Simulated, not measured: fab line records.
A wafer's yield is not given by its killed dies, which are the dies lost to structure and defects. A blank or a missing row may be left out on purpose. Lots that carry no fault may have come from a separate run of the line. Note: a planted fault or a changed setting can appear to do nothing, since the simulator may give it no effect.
fab line records	flow n5Finfet
[record] lots = 5	wafers = 15	lastDay = 17
route steps=1938 shown BEOL_M5@1144
lots that met no fault: from a run of the same line without faults
startH: the number of hours between the record's first day and the start of the first shown wafer of the lot	waitH: hours elapsed since this lot's preceding step	" repeats the value in the row above	L1.1+2: a single row standing in for several wafers	- no value, or no start was given	* or withheld: withheld	< > ~ a bound
route shown NAME@n: names a module that has steps shown in the file, with the first one's number in the route	usual: average and standard deviation across the fault-free wafers	same: alike in all rows	chamber/n: place in a boat	sites: each site's reading	_std_site: their standard deviation	_edge_site: mean of outer sites minus mean of inner sites	radiusMm: for every site, how far away it sits from the centre of the wafer	mask NAME#n: copy n	behind: the tool/chamber that last shaped the wafer	hold: what put the lot on hold/how long, in hours/how the hold closed	device: names the non-switching transistor (n, p or np)	end of line: tests of these same wafers at the route's end	where a step has no rows: the recipe by itself	killed: the dies lost at the first sort to structure and to defects; this is not the yield of the wafer	map: a wafer's dies, x killed, . not, _ none there
set.NAME: the run value of the setting; set.NAME@STEP: its run value at that earlier step	model.NAME: the simulator's own value behind a step, which no gauge read
a table for each step, a row for each wafer; lots at some steps of the route
services: from which hour (startH, from the record's first day; less than 0 if before it) a tool's chamber was out of use, for how many hours, and why
[[steps]]
[step N5_BEOL_M5_SOFTBAKE_23]
[recipe] tempC = 110	timeS = 60	resist = CAR-EUV
[usual] heaterPowerTotalW = 175.4/1.6
lot.wafer	tool	chamber	startH	waitH	heaterPowerTotalW
L078.4	lithoTrack-05	0	-	-	177.4
L078.5	"	0	"	"	176.9
L078.6	"	0	"	"	175.8
L086.1	lithoTrack-02	0	-	-	175.8
L086.3	"	0	"	"	176.9
L086.4	"	0	"	"	176.6
L093.3	lithoTrack-02	0	-	-	173.0
L093.5	"	0	"	"	175.5
L093.6	"	0	"	"	175.7
L094.1	lithoTrack-05	0	-	-	176.6
L094.3	"	0	"	"	173.0
L094.5	"	0	"	"	175.2
L097.1	lithoTrack-02	0	-	-	173.5
L097.2	"	0	"	"	177.5
L097.6	"	0	"	"	176.6
[step N5_BEOL_M5_EXPOSE_25]
[recipe] maskId = V4	na = 0.33	sourceShape = quasar	sigmaInner = 0.2	sigmaOuter = 0.6	polarization = unpolarized	defocusNm = 10	doseMj = 52.75
lot.wafer	tool	chamber	startH	waitH	mask
L078.4+5+6	euvScanner-01	0	193.49	-	V4#0
L086.1+3+4	euvScanner-01	0	240.62	-	V4#0
L093.3+5+6	euvScanner-02	0	287.00	-	V4#0
L094.1+3+5	euvScanner-02	0	288.76	-	V4#0
L097.1+2+6	euvScanner-02	0	313.49	-	V4#0
[step N5_BEOL_M5_PEB_26]
[recipe] pebTempC = 100	pebTimeS = 60	resist = CAR-EUV
[usual] heaterPowerTotalW = 154.1/1.1
lot.wafer	tool	chamber	startH	waitH	heaterPowerTotalW
L078.4	lithoTrack-03	0	193.54	0.0	152.5
L078.5	"	0	"	"	155.4
L078.6	"	0	"	"	155.1
L086.1	lithoTrack-02	0	240.69	0.1	154.8
L086.3	"	0	"	"	155.5
L086.4	"	0	"	"	154.1
L093.3	lithoTrack-05	0	287.06	0.0	152.6
L093.5	"	0	"	"	154.8
L093.6	"	0	"	"	155.4
L094.1	lithoTrack-05	0	288.83	0.1	155.2
L094.3	"	0	"	"	154.3
L094.5	"	0	"	"	155.5
L097.1	lithoTrack-05	0	313.56	0.1	155.6
L097.2	"	0	"	"	155.6
L097.6	"	0	"	"	155.3
[step N5_BEOL_M5_DEVELOP_27]
[recipe] developTimeS = 30	developer = TMAH	resist = CAR-EUV	rinseLiquid = surfactantRinse	dry = airSpin	devTempC = 23
lot.wafer	tool	chamber	startH	waitH
L078.4+5+6	lithoTrack-03	0	-	-
L086.1+3+4	lithoTrack-02	0	-	-
L093.3+5+6	lithoTrack-05	0	-	-
L094.1+3+5	lithoTrack-05	0	-	-
L097.1+2+6	lithoTrack-05	0	-	-
[step N5_BEOL_M5_CD_MEAS_28]
[recipe] targetCdNm = 30.6	landingEnergyEv = 500	detector = seInlens	targetCdYNm = 20	polarity = opening
[usual] cdNm = 30.57/0.23
lot.wafer	tool	chamber	startH	waitH	cdNm
L078.4	cdSem-02	0	193.61	-	30.44
L078.5	"	0	"	"	30.38
L078.6	"	0	"	"	30.62
L086.1	cdSem-01	0	240.75	-	30.98
L086.3	"	0	"	"	30.42
L086.4	"	0	"	"	30.52
L093.3	cdSem-01	0	287.12	-	30.53
L093.5	"	0	"	"	30.76
L093.6	"	0	"	"	30.36
L094.1	cdSem-03	0	288.90	-	30.81
L094.3	"	0	"	"	31.01
L094.5	"	0	"	"	30.58
L097.1	cdSem-03	0	313.63	-	30.26
L097.2	"	0	"	"	30.64
L097.6	"	0	"	"	30.39
[step N5_BEOL_M5_OVL_MEAS_29]
[recipe] pointsPerWafer = 522
[usual] V4_OVL = 0.6/0.68
lot.wafer	tool	chamber	startH	waitH	V4_OVL[nm]
L078.4	overlay-01	0	193.66	0.1	1.8
L078.5	"	0	"	"	2.0
L078.6	"	0	"	"	2.1
L086.1	overlay-01	0	240.78	0.0	1.3
L086.3	"	0	"	"	1.5
L086.4	"	0	"	"	1.3
L093.3	overlay-02	0	287.16	0.0	-0.1
L093.5	"	0	"	"	0.2
L093.6	"	0	"	"	0.1
L094.1	overlay-02	0	288.93	0.0	0.6
L094.3	"	0	"	"	0.4
L094.5	"	0	"	"	1.0
L097.1	overlay-01	0	313.66	0.0	1.0
L097.2	"	0	"	"	1.0
L097.6	"	0	"	"	0.9
[step N5_BEOL_M5_INSPECT_30]
[recipe] mode = adi	inspectInstrument = brightfield
[usual] rawDefectCount = 382/77
lot.wafer	tool	chamber	startH	waitH	rawDefectCount
L078.4	defectInspect-01	-	193.70	0.0	309
L078.5	"	-	"	"	326
L078.6	"	-	"	"	234
L086.1	defectInspect-01	-	240.84	0.1	469
L086.3	"	-	"	"	450
L086.4	"	-	"	"	422
L093.3	defectInspect-01	-	287.21	0.0	316
L093.5	"	-	"	"	294
L093.6	"	-	"	"	340
L094.1	defectInspect-02	-	288.99	0.1	471
L094.3	"	-	"	"	396
L094.5	"	-	"	"	393
L097.1	defectInspect-01	-	313.72	0.1	320
L097.2	"	-	"	"	332
L097.6	"	-	"	"	282
[step N5_BEOL_M5_DESCUM_33]
[recipe] chemistry = O2	timeS = 7	sourcePowerW = 50	biasPowerW = 20	pressureMtorr = 20	rfFrequencyHz = 2.712e+07	tempC = 40	resist = CAR-EUV	o2FlowSccm = 225
[usual] drypumpMotorCurrentA = 5.5/0.48	o2FlowSccm = 224.9/0.68	oesProductAu = 0.78/0.087	rfVppV = 243.3/1.3	showerheadPlenumPTorr = 2.09/0.062	throttleValvePct = 20.42/0.21
lot.wafer	tool	chamber	startH	waitH	drypumpMotorCurrentA	o2FlowSccm	oesProductAu	rfHoursCounterH	rfVppV	showerheadPlenumPTorr	throttleValvePct
L078.4	rieDiel-05	1	193.74	0.0	5.0	225.3	0.71	209	245.3	2.15	20.24
L078.5	"	0	"	"	6.4	223.3	0.68	-	242.3	2.06	20.78
L078.6	"	3	"	"	5.5	223.9	0.74	-	242.0	2.00	20.57
L086.1	rieDiel-02	3	240.89	0.0	5.8	224.7	0.72	193	244.2	2.17	20.50
L086.3	"	1	"	"	5.4	225.5	0.85	54	244.2	2.14	20.27
L086.4	"	0	"	"	5.9	225.1	0.89	49	245.2	2.21	19.92
L093.3	rieDiel-02	0	287.37	0.2	5.9	225.4	0.88	55	245.6	2.21	19.92
L093.5	"	0	"	"	5.9	224.1	0.87	-	246.3	2.21	19.92
L093.6	"	3	"	"	5.8	224.0	0.72	-	244.5	2.17	20.49
L094.1	rieDiel-05	0	289.02	0.0	6.4	225.4	0.94	14	242.2	2.05	20.45
L094.3	"	3	"	"	5.5	225.8	0.71	205	242.3	1.99	20.62
L094.5	"	0	"	"	6.4	224.6	0.94	-	242.1	2.05	20.45
L097.1	rieDiel-03	3	313.75	0.0	5.3	225.1	0.67	239	242.1	2.05	20.44
L097.2	"	2	"	"	4.8	225.3	0.87	48	244.3	2.13	20.37
L097.6	"	1	"	"	5.4	225.2	0.76	-	241.3	2.09	20.30
[step N5_BEOL_M5_ETCH_75]
[recipe] chemistry = N2/H2	target = underlayer	targetDepthA = 65	maskMaterial = CAR-EUV	timeS = 5.2	ionEnergyEv = 200	pressureMtorr = 30	sourceW = 840	biasW = 150	n2FlowSccm = 200	h2FlowSccm = 200	ends = cleared
[usual] drypumpMotorCurrentA = 5.5/0.48	etchRfOnTimeS = 5.18/0.07	h2FlowSccm = 200.0/0.57	oesProductAu = 0.66/0.075	rfVppV = 523.9/2.4	showerheadPlenumPTorr = 2.54/0.074	throttleValvePct = 17.83/0.23
lot.wafer	tool	chamber	startH	waitH	drypumpMotorCurrentA	etchRfOnTimeS	h2FlowSccm	oesProductAu	rfHoursCounterH	rfVppV	showerheadPlenumPTorr	throttleValvePct
L078.4	rieDiel-05	1	193.77	0.0	5.0	5.31	199.9	0.61	209	523.6	2.62	17.78
L078.5	"	0	"	"	6.5	5.20	200.5	0.59	-	524.5	2.50	18.21
L078.6	"	3	"	"	5.5	5.18	199.6	0.64	-	520.7	2.44	17.99
L086.1	rieDiel-02	3	240.92	0.0	5.8	5.22	199.6	0.62	193	525.4	2.62	17.81
L086.3	"	1	"	"	5.4	5.18	199.8	0.71	54	524.0	2.58	17.61
L086.4	"	0	"	"	5.9	5.09	200.4	0.76	49	527.5	2.69	17.25
L093.3	rieDiel-02	0	287.41	0.0	5.9	5.20	199.4	0.75	55	528.8	2.68	17.24
L093.5	"	0	"	"	5.9	5.20	199.4	0.74	-	527.1	2.68	17.25
L093.6	"	3	"	"	5.8	5.17	199.1	0.61	-	529.0	2.62	17.80
L094.1	rieDiel-05	0	289.06	0.0	6.5	5.11	200.5	0.82	14	524.5	2.49	17.83
L094.3	"	3	"	"	5.5	5.18	200.1	0.61	205	520.1	2.42	18.08
L094.5	"	0	"	"	6.5	5.05	200.0	0.81	-	524.5	2.49	17.82
L097.1	rieDiel-03	3	313.78	0.0	5.4	5.36	201.0	0.58	239	522.7	2.50	17.92
L097.2	"	2	"	"	4.8	5.18	200.0	0.75	48	526.6	2.59	17.77
L097.6	"	1	"	"	5.4	5.21	199.7	0.65	-	525.5	2.54	17.70
[[services]]
tool	chamber	startH	hours	kind
euvScanner-01	-	187.82	0.5	repair
euvScanner-02	-	212.96	1.0	pm
rieDiel-05	0	215.24	3.8	repair
euvScanner-01	-	219.89	1.0	pm
rieDiel-05	0	241.21	-	clean
rieDiel-05	0	241.21	-	consumableReplace:focusRing
rieDiel-05	0	241.21	16.2	scheduledDown
rieDiel-05	0	241.21	16.2	ventCycle
rieDiel-02	-	243.38	28.1	pm
rieDiel-05	-	253.86	0.2	repair
euvScanner-01	-	260.61	12.0	pm
rieDiel-05	2	270.57	-	clean
rieDiel-05	2	270.57	-	consumableReplace:focusRing
rieDiel-05	2	270.57	-	consumableReplace:showerhead
rieDiel-05	2	270.57	31.4	scheduledDown
rieDiel-05	2	270.57	31.4	ventCycle
euvScanner-02	-	272.61	1.0	pm
euvScanner-01	-	276.04	1.0	pm
euvScanner-02	-	278.69	4.6	pm
euvScanner-01	-	287.04	4.6	pm
rieDiel-02	3	290.29	7.6	repair
rieDiel-02	1	297.44	11.5	repair
rieDiel-03	0	312.23	12.7	repair
euvScanner-01	-	313.58	17.3	pm
[[key]]
fault none
